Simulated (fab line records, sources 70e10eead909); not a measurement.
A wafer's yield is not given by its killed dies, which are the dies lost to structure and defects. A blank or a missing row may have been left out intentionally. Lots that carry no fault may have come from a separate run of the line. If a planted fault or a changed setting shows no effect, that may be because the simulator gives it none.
Struck lot and sound lot, side by side + flow nandHarc + 38 steps out of a route of 1302
Sound: these wafers, L462.4, L462.5, L462.6. Struck: wafer L467.6. The cause is given at the end.
Per side, at each step with rows, come the tool, then ch with its chambers, and then its first start. Under that, the readings that differ: sound wafers + struck wafers + difference of the means + sigmas: that difference in standard deviations of wafers without a fault.
alike: readings with means less than 2 such deviations apart, plus words and numbers identical on both sides. not compared: withheld readings, readings lacking a value on some wafer, bounds such as >300 that could conceal the same value, and numbers that have no deviation in the record and whose values overlap.
The two part at a step that has a row with sigmas, a row that says differs or no value, or rows on one side only. Non-overlapping numbers with no deviation appear without sigmas and do not part them. A reading missing from all wafers of one side parts the sides only when that side holds two or more wafers.

NHARC_A_ZERO_WELL_CD_MEAS_10: target cd 2000 nm.
  sound on cdSem-01 ch 0, day 7 09:44; struck on cdSem-01 ch 0, day 8 23:45
  alike: cdNm
then, 1 step without rows for these wafers: NHARC_A_ZERO_WELL_HARDBAKE_11 (time 65 s).
NHARC_A_ZERO_WELL_DESCUM_12: chemistry O2, time 3 s.
  sound on rieDiel-07 ch 1,2, day 7 09:54; struck on rieDiel-07 ch 0, day 8 23:55
  alike: drypumpMotorCurrentA, oesProductAu, rfVppV, showerheadPlenumPTorr, throttleValvePct
  not compared: rfHoursCounterH
NHARC_A_ZERO_WELL_ETCH_19: etches the open film in N2/H2, target depth 80 nm, overetch 24 nm, time 87.88 s.
  sound on rieDiel-07 ch 0,1, day 7 09:58; struck on rieDiel-07 ch 0, day 9 00:01
  alike: drypumpMotorCurrentA, oesProductAu, rfFwdPowerW, rfVppV, showerheadPlenumPTorr, throttleValvePct
  not compared: rfHoursCounterH
NHARC_A_ZERO_WELL_ETCH_13: etches the open film in HBr/Cl2, target depth 120 nm, time 40.1 s.
  sound on rieSi-05 ch 0,1,2, day 7 10:07; struck on rieSi-05 ch 3, day 9 00:08
| reading              | sound                | struck | difference | sigmas |
|----------------------|----------------------|--------|------------|--------|
| throttleValvePct (%) | 26.412 26.402 26.408 | 26.386 | -0.021     | -2     |
  alike: drypumpMotorCurrentA, oesProductAu, rfFwdPowerW
  not compared: rfHoursCounterH
then, 4 steps without rows for these wafers: NHARC_A_ZERO_WELL_STRIP_14 (strips in SPM, time 900 s); NHARC_A_ZERO_WELL_IMPLANT_15; NHARC_A_ZERO_WELL_PRECLEAN_22 (cleans in SC1, time 60 s); NHARC_A_ZERO_WELL_SRD_23.
NHARC_A_ZERO_WELL_RTA_16: time 10 s.
  sound on rtpAnneal-01 ch 0, day 7 12:05; struck on rtpAnneal-02 ch 0, day 9 01:10
| reading             | sound          | struck | difference | sigmas |
|---------------------|----------------|--------|------------|--------|
| lampPowerPct (%)    | 29.2 29.2 29.1 | 32.5   | +3.3       | +2     |
| lamp_zone_2_pct (%) | 29.1 29.1 29.2 | 32.5   | +3.4       | +2     |
| lamp_zone_3_pct (%) | 29.2 29.1 29.1 | 32.5   | +3.4       | +2     |
  alike: wafer_temp_C_max
NHARC_A_ZERO_WELL_INSPECT_17:
  sound on defectInspect-01 at day 7 12:11; struck on defectInspect-01 at day 9 01:13
  alike: rawDefectCount
NHARC_A_SOURCE_PLATE_PRECLEAN_00: cleans in HF-LAST, time 60 s.
  sound on wetBench-01 ch 3,4,6, day 7 12:15; struck on wetBench-01 ch 5, day 9 01:17
then, 2 steps without rows for these wafers: NHARC_A_SOURCE_PLATE_SRD_01; NHARC_A_SOURCE_PLATE_OXIDE_02 (material SiO2, target thk 10 nm, ox time 1362 s).
NHARC_A_SOURCE_PLATE_THK_MEAS_09: measures by ellipsometry.
  sound on filmMetro-01 at day 7 19:25; struck on filmMetro-01 at day 9 08:28
  alike: thkNm
then, 3 steps without rows for these wafers: NHARC_A_SOURCE_PLATE_PVD_04 (deposits WSi2, target thk 50 nm); NHARC_A_SOURCE_PLATE_CVD_03 (deposits poly-Si, target thk 200 nm, time 4000 s); NHARC_A_SOURCE_PLATE_ANNEAL_05 (time 1800 s).
NHARC_A_SOURCE_PLATE_THK_MEAS_06: measures by ellipsometry.
  sound on filmMetro-01 at day 8 08:21; struck on filmMetro-01 at day 9 22:56
| reading    | sound             | struck | difference | sigmas |
|------------|-------------------|--------|------------|--------|
| thkNm (nm) | 197.7 197.2 197.3 | 202.4  | +5.0       | +2     |
following that, 1 step holds no rows for these wafers, namely NHARC_A_ONON_D1_DEP_00 (target thickness 1000 nm).
NHARC_A_ONON_D1_THK_MEAS_02: measures by ellipsometry.
  sound on filmMetro-01 at day 8 08:59; struck on filmMetro-02 at day 9 23:34
| reading    | sound          | struck | difference | sigmas |
|------------|----------------|--------|------------|--------|
| thkNm (nm) | 1001 1000 1001 | 978    | -23        | -2     |
following that, 1 step holds no rows for these wafers, namely NHARC_A_ONON_D1_DEP_03 (target thickness 1000 nm).
NHARC_A_ONON_D1_THK_MEAS_05: measures by ellipsometry.
  sound on filmMetro-02 at day 8 09:33; struck on filmMetro-02 at day 10 00:08
  alike: thkNm
following that, 1 step holds no rows for these wafers, namely NHARC_A_ONON_D1_DEP_06 (target thickness 1000 nm).
NHARC_A_ONON_D1_THK_MEAS_08: measures by ellipsometry.
  sound on filmMetro-02 at day 8 10:07; struck on filmMetro-02 at day 10 00:42
  alike: thkNm
following that, 1 step holds no rows for these wafers, namely NHARC_A_ONON_D1_DEP_09 (target thickness 1000 nm).
NHARC_A_ONON_D1_THK_MEAS_11: measures by ellipsometry.
  sound on filmMetro-01 at day 8 10:41; struck on filmMetro-02 at day 10 01:16
  alike: thkNm
following that, 1 step holds no rows for these wafers, namely NHARC_A_ONON_D1_DEP_12 (target thickness 1000 nm).
NHARC_A_ONON_D1_THK_MEAS_14: measures by ellipsometry.
  sound on filmMetro-01 at day 8 11:16; struck on filmMetro-01 at day 10 01:52
| reading    | sound       | struck | difference | sigmas |
|------------|-------------|--------|------------|--------|
| thkNm (nm) | 983 983 983 | 1008   | +25        | +4     |
then, 2 steps without rows for these wafers: NHARC_A_ONON_D1_ANNEAL_15 (time 3600 s); NHARC_A_ONON_D1_DEP_16 (target thk 1000 nm).
NHARC_A_ONON_D1_THK_MEAS_18: measures by ellipsometry.
  sound on filmMetro-02 at day 8 19:00; struck on filmMetro-02 at day 10 10:17
  alike: thkNm
following that, 1 step holds no rows for these wafers, namely NHARC_A_ONON_D1_DEP_19 (target thickness 1000 nm).
NHARC_A_ONON_D1_THK_MEAS_21: measures by ellipsometry.
  sound on filmMetro-02 at day 8 19:34; struck on filmMetro-01 at day 10 10:50
| reading    | sound          | struck | difference | sigmas |
|------------|----------------|--------|------------|--------|
| thkNm (nm) | 1024 1023 1025 | 1002   | -22        | -2     |
following that, 1 step holds no rows for these wafers, namely NHARC_A_ONON_D1_DEP_22 (target thickness 1000 nm).
NHARC_A_ONON_D1_THK_MEAS_24: measures by ellipsometry.
  sound on filmMetro-01 at day 8 20:08; struck on filmMetro-01 at day 10 11:24
  alike: thkNm
following that, 1 step holds no rows for these wafers, namely NHARC_A_ONON_D1_DEP_25 (target thickness 1000 nm).
-- break in the record here, with 16 days between the starts of the struck wafers on either side (left off in module A_ONON_D1, picked up again in module END, where the first step shown is number 1302 on the route) --
NHARC_END_SORT_01:
  at this point the record logs the struck wafers (prober-01 ch 0, day 26 20:10) and has no rows for the sound ones

== WHERE THEY PART ==
First at NHARC_A_ZERO_WELL_ETCH_13; last, within this record, at NHARC_END_SORT_01.

WHY: the cause the simulator had injected
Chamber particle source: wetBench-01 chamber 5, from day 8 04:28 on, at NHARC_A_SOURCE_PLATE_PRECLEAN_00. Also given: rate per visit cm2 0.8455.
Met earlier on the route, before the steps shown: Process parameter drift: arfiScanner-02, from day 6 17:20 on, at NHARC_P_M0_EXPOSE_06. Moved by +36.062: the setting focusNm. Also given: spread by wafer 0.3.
